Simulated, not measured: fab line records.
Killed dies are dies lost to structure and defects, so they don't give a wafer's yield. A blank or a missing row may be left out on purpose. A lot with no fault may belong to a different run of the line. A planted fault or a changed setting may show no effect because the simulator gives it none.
Chamber matching -- flow nandHarc -- rieDiel-07 running NHARC_A_M1_DESCUM_14: 4 sister chambers
The step chemistry O2, time 3 s. 4 wafers are shown with their chamber, then 11 later ones without.

== EACH WAFER AND ITS CHAMBER ==
wafer,chamber,showerheadPlenumPTorr (Torr)
L083.4,2,1.84
L085.1,3,1.79
L085.3,1,1.96
L090.1,0,2.00

== WAFERS WITHOUT THEIR CHAMBER ==
wafer,showerheadPlenumPTorr (Torr)
L090.4,1.96
L090.5,1.84
L092.1,1.96
L092.5,1.83
L092.6,1.96
L091.2,2.00
L091.4,1.83
L091.5,2.00
L096.3,1.96
L096.5,1.96
L096.6,1.83

== WHICH CHAMBER EACH ONE RAN IN ==
wafer,from the rows above,in truth
L090.4,1,1
L090.5,2,2
L092.1,1,1
L092.5,2,2
L092.6,1,1
L091.2,0,0
L091.4,2,2
L091.5,0,0
L096.3,1,1
L096.5,1,1
L096.6,2,2
Correct placement for 11 of the 11. Number that these rows cannot place: 0. Number placed wrongly: 0.
How it was worked out, from the rows above alone: a wafer's distance from a chamber is the root of the sum, over the readings, of the square of ((its reading less the chamber's mean) divided by the reading's scatter). The wafer belongs to the nearest chamber; if the next one is less than 2 further off, it can't be placed. For every chamber, the mean is computed from those of its wafers that are shown. The scatter (one wafer shown for each chamber): square how far every hidden wafer sits from the nearest shown wafer, average those squares and take the square root.
